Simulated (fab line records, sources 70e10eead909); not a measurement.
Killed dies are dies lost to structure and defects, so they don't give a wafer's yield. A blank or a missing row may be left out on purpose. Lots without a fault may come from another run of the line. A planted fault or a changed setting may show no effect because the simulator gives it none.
Which tool did it? | flow nand_harc | 12 lots, 36 wafers sampled, at 5 steps of a route of 1159

WHAT THE GAUGES READ, wafer by wafer
NHARC_END_SORT_01. Usual: defect_limited_yield 95.6 %, standard deviation 1.7; killed_at_array 27, standard deviation 11; killed_at_other 0.7, standard deviation 0.93; killed_at_periphery 2.9, standard deviation 1.9; killed_dies 30, standard deviation 11; killed_open 3.1, standard deviation 1.7; killed_short 1.9, standard deviation 1.3; sort_bin_2_pct 1.4 %, standard deviation 0.68; sort_bin_3_pct 0.28 %, standard deviation 0.25; sort_bin_4_pct 2.8 %, standard deviation 1.1; sort_n_pass 647, standard deviation 11; sort_rim_yield_pct 95.4 %, standard deviation 2.7; sort_yield_pct 95.6 %, standard deviation 1.7.
lot  | measured     | on        | defect_limited_yield (%) | killed_at_array | killed_at_other | killed_at_periphery | killed_dies | killed_open | killed_short | sort_bin_2_pct (%) | sort_bin_3_pct (%) | sort_bin_4_pct (%) | sort_n_pass | sort_rim_yield_pct (%) | sort_yield_pct (%) | flag
L363 | day 22 02:30 | prober-01 | 95.4 93.2 94.1           | 26 41 33        | 2 1 1           | 3 4 6               | 31 46 40    | 1 4 6       | 2 4 6        | 1.9 1.8 1.9        | 0 0.44 0.44        | 2.7 4.6 3.5        | 646 631 637 | 95.3 93.4 98.1         | 95.4 93.2 94.1     |
L365 | day 23 06:32 | prober-02 | 95.0                     | 30              | 2               | 2                   | 34          | 4           | 0            | 0.7                | 0.44               | 3.8                | 643         | 97.2                   | 95.0               |
L366 | day 23 21:36 | prober-01 | 83.6 94.4 96.0           | 108 37 27       | 1 0 0           | 2 1 0               | 111 38 27   | 2 3 1       | 2 0 1        | 5.3 1.5 0.9        | 5.17 0.15 0.30     | 5.9 4.0 2.8        | 566 639 650 | 86.8 95.3 96.2         | 83.6 94.4 96.0     | OFF
L367 | day 23 22:29 | prober-02 | 94.8 94.4 93.1           | 31 35 43        | 2 1 1           | 2 2 3               | 35 38 47    | 4 2 2       | 3 2 4        | 2.2 1.8 2.1        | 0.15 0 1.03        | 2.8 3.8 3.8        | 642 639 630 | 93.4 94.3 94.3         | 94.8 94.4 93.1     |
L369 | day 24 06:13 | prober-02 | 80.2 90.7 91.9           | 130 61 50       | 1 1 0           | 3 1 5               | 134 63 55   | 2 3 2       | 1 3 2        | 8.0 3.2 2.8        | 5.32 0.44 1.03     | 6.5 5.6 4.3        | 543 614 622 | 82.1 94.3 90.6         | 80.2 90.7 91.9     | OFF
L373 | day 25 00:54 | prober-02 | 95.1 93.6 93.8           | 28 36 31        | 0 0 0           | 5 7 11              | 33 43 42    | 4 3 3       | 3 1 2        | 1.3 1.8 2.1        | 0.15 0.59 0.15     | 3.4 4.0 4.0        | 644 634 635 | 93.4 100.0 89.6        | 95.1 93.6 93.8     |

WHICH TOOL RAN EACH LOT (tool, then ch and the chambers of the sampled wafers, then the start)
lot  | NHARC_A_M1_ETCH_15                 | NHARC_THIN_TSV_ETCH_44             | NHARC_THIN_TSV_STRIP_62              | NHARC_THIN_TSV_DEGAS_53
L353 | rie_diel-11 ch 0,2, day 17 20:47   | rie_diel-09 ch 1,2, day 18 13:45   | plasma_asher-02 ch 0,1, day 18 16:19 | pvd_sputter-02, day 18 18:25
L352 | rie_diel-11 ch 0,2,3, day 17 22:01 | rie_diel-12 ch 0,2,3, day 18 18:02 | plasma_asher-02 ch 0,1, day 18 20:26 | pvd_sputter-02, day 18 22:37
L351 | rie_diel-02 ch 1,2,3, day 17 23:12 | rie_diel-05 ch 1,3, day 18 19:17   | plasma_asher-02 ch 0,1, day 18 21:36 | pvd_sputter-03, day 18 23:46
L356 | rie_diel-11 ch 0,1,2, day 18 21:06 | rie_diel-09 ch 0,1,2, day 19 16:24 | plasma_asher-01 ch 0,1, day 19 19:25 | pvd_sputter-02, day 19 21:35
L359 | rie_diel-02 ch 1,2,3, day 19 20:05 | rie_diel-05 ch 0,1,2, day 20 18:14 | plasma_asher-02 ch 0,1, day 20 20:51 | pvd_sputter-02, day 20 23:02
L360 | rie_diel-03 ch 0,1, day 19 21:09   | rie_diel-05 ch 0,2, day 20 19:55   | plasma_asher-02 ch 0,1, day 20 22:15 | pvd_sputter-03, day 21 00:25
L363 | rie_diel-03 ch 0,2,3, day 20 14:57 | rie_diel-12 ch 0,1, day 21 11:18   | plasma_asher-02 ch 1, day 21 13:37   | pvd_sputter-01, day 21 15:47
L365 | rie_diel-02 ch 1,2, day 21 19:45   | rie_diel-09 ch 0,2,3, day 22 15:43 | plasma_asher-01 ch 0, day 22 18:08   | pvd_sputter-02, day 22 20:24
L366 | rie_diel-02 ch 0,1,2, day 22 10:08 | rie_diel-09 ch 0,1,2, day 23 06:21 | plasma_asher-02 ch 1, day 23 08:42   | pvd_sputter-02, day 23 10:53
L367 | rie_diel-03 ch 0,2, day 22 11:13   | rie_diel-05 ch 0,1, day 23 07:32   | plasma_asher-01 ch 0,1, day 23 11:15 | pvd_sputter-02, day 23 13:25
L369 | rie_diel-02 ch 0,1,2, day 22 16:41 | rie_diel-12 ch 0,1,3, day 23 13:01 | plasma_asher-01 ch 0,1, day 23 16:10 | pvd_sputter-03, day 23 18:19
L373 | rie_diel-11 ch 1,2, day 23 05:57   | rie_diel-05 ch 1,2, day 24 04:56   | plasma_asher-01 ch 0,1, day 24 07:41 | pvd_sputter-02, day 24 09:50
- NHARC_A_M1_ETCH_15: etches the open film in C4F8/Ar, target depth 182.5 nm, time 91.2 s.
- NHARC_THIN_TSV_ETCH_44: etches the open film in CF4/O2, target depth 1594.2 nm, time 797.1 s.
- NHARC_THIN_TSV_STRIP_62: strips in N2/H2, time 20 s.
- NHARC_THIN_TSV_DEGAS_53: time 60 s.

WHAT THE TOOLS THEMSELVES READ (means of the sampled wafers that have a number; where no wafer has one, the mark that the record gives instead)
NHARC_A_M1_ETCH_15. Usual: oes_product_au 0.959 a.u., standard deviation 0.018; rf_vpp_V 441.6 V, standard deviation 2.1.
lot  | tool        | oes_product_au (a.u.) | rf_vpp_V (V) | flag
L353 | rie_diel-11 | 0.963                 | 441.5        |
L352 | rie_diel-11 | 0.962                 | 442.0        |
L351 | rie_diel-02 | 0.973                 | 441.5        |
L356 | rie_diel-11 | 0.969                 | 440.3        |
L359 | rie_diel-02 | 0.970                 | 441.7        |
L360 | rie_diel-03 | 0.962                 | 441.8        |
L363 | rie_diel-03 | 0.970                 | 441.6        |
L365 | rie_diel-02 | 0.973                 | 442.9        |
L366 | rie_diel-02 | 0.976                 | 441.6        |
L367 | rie_diel-03 | 0.924                 | 440.5        |
L369 | rie_diel-02 | 0.964                 | 442.3        |
L373 | rie_diel-11 | 0.963                 | 441.1        |

NHARC_THIN_TSV_ETCH_44. Usual: drypump_motor_current_A 5.7 A, standard deviation 0.53; o2_flow_sccm 10.00 sccm, standard deviation 0.03; oes_product_au 0.999 a.u., standard deviation 0.0076; rf_vpp_V 794 V, standard deviation 4.6; showerhead_plenum_p_Torr 1.83 Torr, standard deviation 0.073; throttle_valve_pct 16.914 %, standard deviation 0.009.
lot  | tool        | drypump_motor_current_A (A) | o2_flow_sccm (sccm) | oes_product_au (a.u.) | rf_vpp_V (V) | showerhead_plenum_p_Torr (Torr) | throttle_valve_pct (%) | flag
L353 | rie_diel-09 | 5.6                         | 10.00               | 1.002                 | 794          | 1.83                            | 16.917                 |
L352 | rie_diel-12 | 6.2                         | 10.01               | 1.000                 | 795          | 1.83                            | 16.911                 |
L351 | rie_diel-05 | 5.4                         | 9.99                | 1.004                 | 797          | 1.88                            | 16.916                 |
L356 | rie_diel-09 | 5.6                         | 10.01               | 0.998                 | 795          | 1.85                            | 16.916                 |
L359 | rie_diel-05 | 5.6                         | 10.00               | 1.012                 | 791          | 1.78                            | 16.917                 |
L360 | rie_diel-05 | 6.0                         | 9.98                | 0.997                 | 793          | 1.81                            | 16.915                 |
L363 | rie_diel-12 | 5.7                         | 10.04               | 0.997                 | 787          | 1.73                            | 16.912                 |
L365 | rie_diel-09 | 5.6                         | 9.99                | 0.996                 | 794          | 1.84                            | 16.919                 |
L366 | rie_diel-09 | 5.6                         | 9.99                | 0.992                 | 795          | 1.84                            | 16.913                 |
L367 | rie_diel-05 | 5.3                         | 9.96                | 0.998                 | 789          | 1.74                            | 16.919                 |
L369 | rie_diel-12 | 5.9                         | 10.00               | 1.001                 | 790          | 1.78                            | 16.914                 |
L373 | rie_diel-05 | 5.7                         | 10.03               | 1.017                 | 792          | 1.80                            | 16.917                 |

NHARC_THIN_TSV_STRIP_62. Usual: drypump_motor_current_A 5.9 A, standard deviation 0.48; heater_power_w 336 W, standard deviation 26.
lot  | tool            | drypump_motor_current_A (A) | heater_power_w (W) | flag
L353 | plasma_asher-02 | 5.5                         | 362                |
L352 | plasma_asher-02 | 5.5                         | 363                |
L351 | plasma_asher-02 | 5.6                         | 355                |
L356 | plasma_asher-01 | 6.3                         | 320                |
L359 | plasma_asher-02 | 5.5                         | 369                |
L360 | plasma_asher-02 | 5.5                         | 363                |
L363 | plasma_asher-02 | 5.3                         | 371                |
L365 | plasma_asher-01 | 6.6                         | 319                |
L366 | plasma_asher-02 | 5.3                         | 379                |
L367 | plasma_asher-01 | 6.0                         | 312                |
L369 | plasma_asher-01 | 6.3                         | 312                |
L373 | plasma_asher-01 | 6.4                         | 318                |

NHARC_THIN_TSV_DEGAS_53. Usual: heater_power_w 469 W, standard deviation 39.
lot  | tool           | heater_power_w (W) | flag
L353 | pvd_sputter-02 | 456                |
L352 | pvd_sputter-02 | 488                |
L351 | pvd_sputter-03 | 440                |
L356 | pvd_sputter-02 | 449                |
L359 | pvd_sputter-02 | 479                |
L360 | pvd_sputter-03 | 449                |
L363 | pvd_sputter-01 | 485                |
L365 | pvd_sputter-02 | 464                |
L366 | pvd_sputter-02 | 468                |
L367 | pvd_sputter-02 | 465                |
L369 | pvd_sputter-03 | 470                |
L373 | pvd_sputter-02 | 490                |

THE ANSWER, worked out from the rows above alone
Rule: a lot is off if the mean of its wafers that have a number lies more than 3 standard deviations from the usual mean. A lot without any number at a reading at which 4 lots or more have one is off too. The other lots that the step has rows for count as sound. The gauges are gone through in route order, then the tools' own readings, and for those a lot's mean is taken as printed above. The first step at which some lot is off is used, and at that step the reading that is off furthest; a lot without a number counts as furthest.
Off: L366, L369, at NHARC_END_SORT_01 (sort_bin_3_pct). Neither off nor sound, because the step has no rows for them: L353, L352, L351, L356, L359, L360.
A tool fits if, at a process step before that reading, it ran every lot that is off, and no sound lot after the first of them. The gauges at NHARC_END_SORT_01 are tried like those tools. One fits: rie_diel-02 at NHARC_A_M1_ETCH_15. Its last sound lot is L365 (day 21 19:45), its first lot that is off L366 (day 22 10:08): a fault that began between those two fits.

WHAT THE SIMULATOR HAD PUT IN
Chamber particle source: rie_diel-02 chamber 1, from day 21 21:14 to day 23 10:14, at NHARC_A_M1_ETCH_15. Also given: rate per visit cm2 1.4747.
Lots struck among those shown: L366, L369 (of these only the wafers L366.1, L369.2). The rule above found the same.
